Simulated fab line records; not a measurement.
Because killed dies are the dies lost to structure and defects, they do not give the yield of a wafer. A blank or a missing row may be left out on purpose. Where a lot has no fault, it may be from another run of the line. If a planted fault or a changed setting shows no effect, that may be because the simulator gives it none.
Split-lot study || flow n5 finfet || 7 lots, 21 wafers read, on a route of 1938 steps

== SPLIT DETAILS ==
At N5_MIM_TOP_LITHO_EXPOSE_05 (exposes mask MIM TOP, target cd 2000 nm), the setting dose mj was moved away from the recipe's 20.5 on 12 of the 21 wafers read, by -7.5% to +6.0%. The other wafers ran this setting at the recipe's value.

== FROM THE SPLIT TO THE READING: what the file shows between them, 2 steps ==
- N5_MIM_TOP_LITHO_DEVELOP_07: develop time 60 s (also split here: develop time s)
- N5_MIM_TOP_LITHO_HARDBAKE_09: time 120 s

== THE READING ==
Shown in nm: cd nm at N5_MIM_TOP_LITHO_CD_MEAS_08, with target cd 2000 nm. Fault-free wafers of this fab line usually give 2000.6 nm, standard deviation 1.6 nm.

{"wafer": "L074.1", "tool, chamber at the split": "krf scanner-01, 0", "dose mj as run": 20.5, "against the recipe": "recipe", "cd nm, nm": 2001.1, "against lot-mates on the recipe": "-"}
{"wafer": "L074.4", "tool, chamber at the split": "krf scanner-01, 0", "dose mj as run": 20.5, "against the recipe": "recipe", "cd nm, nm": 1997.2, "against lot-mates on the recipe": "-"}
{"wafer": "L074.5", "tool, chamber at the split": "krf scanner-01, 0", "dose mj as run": 20.5, "against the recipe": "recipe", "cd nm, nm": 1998.4, "against lot-mates on the recipe": "-"}
{"wafer": "L080.1", "tool, chamber at the split": "krf scanner-02, 0", "dose mj as run": 21.74, "against the recipe": "+6.0%", "cd nm, nm": 1989.2, "against lot-mates on the recipe": -11.7}
{"wafer": "L080.3", "tool, chamber at the split": "krf scanner-02, 0", "dose mj as run": 21.74, "against the recipe": "+6.0%", "cd nm, nm": 1988.2, "against lot-mates on the recipe": -12.7}
{"wafer": "L080.5", "tool, chamber at the split": "krf scanner-02, 0", "dose mj as run": 20.5, "against the recipe": "recipe", "cd nm, nm": 2000.9, "against lot-mates on the recipe": "-"}
{"wafer": "L079.3", "tool, chamber at the split": "krf scanner-01, 0", "dose mj as run": 18.96, "against the recipe": "-7.5%", "cd nm, nm": 2011.4, "against lot-mates on the recipe": "+10.8"}
{"wafer": "L079.4", "tool, chamber at the split": "krf scanner-01, 0", "dose mj as run": 20.5, "against the recipe": "recipe", "cd nm, nm": 2002.2, "against lot-mates on the recipe": "-"}
{"wafer": "L079.5", "tool, chamber at the split": "krf scanner-01, 0", "dose mj as run": 20.5, "against the recipe": "recipe", "cd nm, nm": 1999.1, "against lot-mates on the recipe": "-"}
{"wafer": "L082.2", "tool, chamber at the split": "krf scanner-02, 0", "dose mj as run": 19.75, "against the recipe": "-3.7%", "cd nm, nm": 2009.0, "against lot-mates on the recipe": "+4.1"}
{"wafer": "L082.4", "tool, chamber at the split": "krf scanner-02, 0", "dose mj as run": 20.5, "against the recipe": "recipe", "cd nm, nm": 2004.9, "against lot-mates on the recipe": "-"}
{"wafer": "L082.6", "tool, chamber at the split": "krf scanner-02, 0", "dose mj as run": 19.75, "against the recipe": "-3.7%", "cd nm, nm": 2005.8, "against lot-mates on the recipe": "+0.9"}
{"wafer": "L083.2", "tool, chamber at the split": "krf scanner-01, 0", "dose mj as run": 20.5, "against the recipe": "recipe", "cd nm, nm": 2006.4, "against lot-mates on the recipe": "-"}
{"wafer": "L083.4", "tool, chamber at the split": "krf scanner-01, 0", "dose mj as run": 19.43, "against the recipe": "-5.2%", "cd nm, nm": 2016.3, "against lot-mates on the recipe": "+9.9"}
{"wafer": "L083.6", "tool, chamber at the split": "krf scanner-01, 0", "dose mj as run": 19.43, "against the recipe": "-5.2%", "cd nm, nm": 2013.3, "against lot-mates on the recipe": "+6.9"}
{"wafer": "L088.2", "tool, chamber at the split": "krf scanner-01, 0", "dose mj as run": 19.49, "against the recipe": "-4.9%", "cd nm, nm": 2009.5, "against lot-mates on the recipe": "no lot-mate on the recipe"}
{"wafer": "L088.3", "tool, chamber at the split": "krf scanner-01, 0", "dose mj as run": 19.49, "against the recipe": "-4.9%", "cd nm, nm": 2006.9, "against lot-mates on the recipe": "no lot-mate on the recipe"}
{"wafer": "L088.4", "tool, chamber at the split": "krf scanner-01, 0", "dose mj as run": 19.49, "against the recipe": "-4.9%", "cd nm, nm": 2010.9, "against lot-mates on the recipe": "no lot-mate on the recipe"}
{"wafer": "L095.2", "tool, chamber at the split": "krf scanner-01, 0", "dose mj as run": 20.5, "against the recipe": "recipe", "cd nm, nm": 2005.0, "against lot-mates on the recipe": "-"}
{"wafer": "L095.3", "tool, chamber at the split": "krf scanner-01, 0", "dose mj as run": 21.17, "against the recipe": "+3.3%", "cd nm, nm": 1998.3, "against lot-mates on the recipe": -6.7}
{"wafer": "L095.6", "tool, chamber at the split": "krf scanner-01, 0", "dose mj as run": 21.17, "against the recipe": "+3.3%", "cd nm, nm": 1998.8, "against lot-mates on the recipe": -6.2}

THE FIT
A straight line over all 21 wafers: cd nm changes by -1.77 nm for each +1% of dose mj; r = -0.91; the points scatter about the line by 3 nm.
The same after taking each lot's own level away (the mean of its wafers on the recipe; 18 wafers): -1.65 nm for each +1%; r = -0.96; scatter 1.8 nm.
The reading moves by 12 nm for the largest change in dose mj, on that fit.
Across the lots, their own levels run from 1998.90 to 2006.40 nm, a range of 4.7 times the standard deviation given above.
Hence the lot-to-lot level has little effect on the slope; both slopes agree.
Check: for one of the wafers moved furthest among these (-7.5%), held out of the fit, the line's prediction against its lot-mates is +11.8 nm. It came out at +10.8 nm against them.

== THE OTHER SPLITS THESE WAFERS WENT THROUGH ==
Other splits were also applied to these wafers ahead of the reading. Each is held against what the fit with the lots' levels taken away leaves over:
{"other split on the same wafers": "N5_BEOL_M14_COAT_58 spin rpm", "wafers away from the commonest value": 8, "r with cd nm (lot level and that fit taken away)": -0.22}
{"other split on the same wafers": "N5_MIM_TOP_LITHO_DEVELOP_07 develop time s", "wafers away from the commonest value": 11, "r with cd nm (lot level and that fit taken away)": -0.29}

== THE WHOLE CHAIN: every reading that the file lists as answering this split, in the file's order ==
{"step": "N5_MIM_TOP_LITHO_CD_MEAS_08", "what it does": "target cd 2000 nm", "reading": "cd nm", "change (the file's fit)": "-1.59 nm for each +1% of the setting", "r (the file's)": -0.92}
{"step": "N5_MIM_TOP_LITHO_DESCUM_10", "what it does": "chemistry O2, time 7.9 s", "reading": "MIM_TOP_LITHO.cd nm (the simulator's own value, which no gauge read)", "change (the file's fit)": "-1.6 nm for each +1% of the setting", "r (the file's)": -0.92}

== FILE'S OWN FIT ==
cd nm changes by -1.59 nm for each +1% of dose mj, r = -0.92.
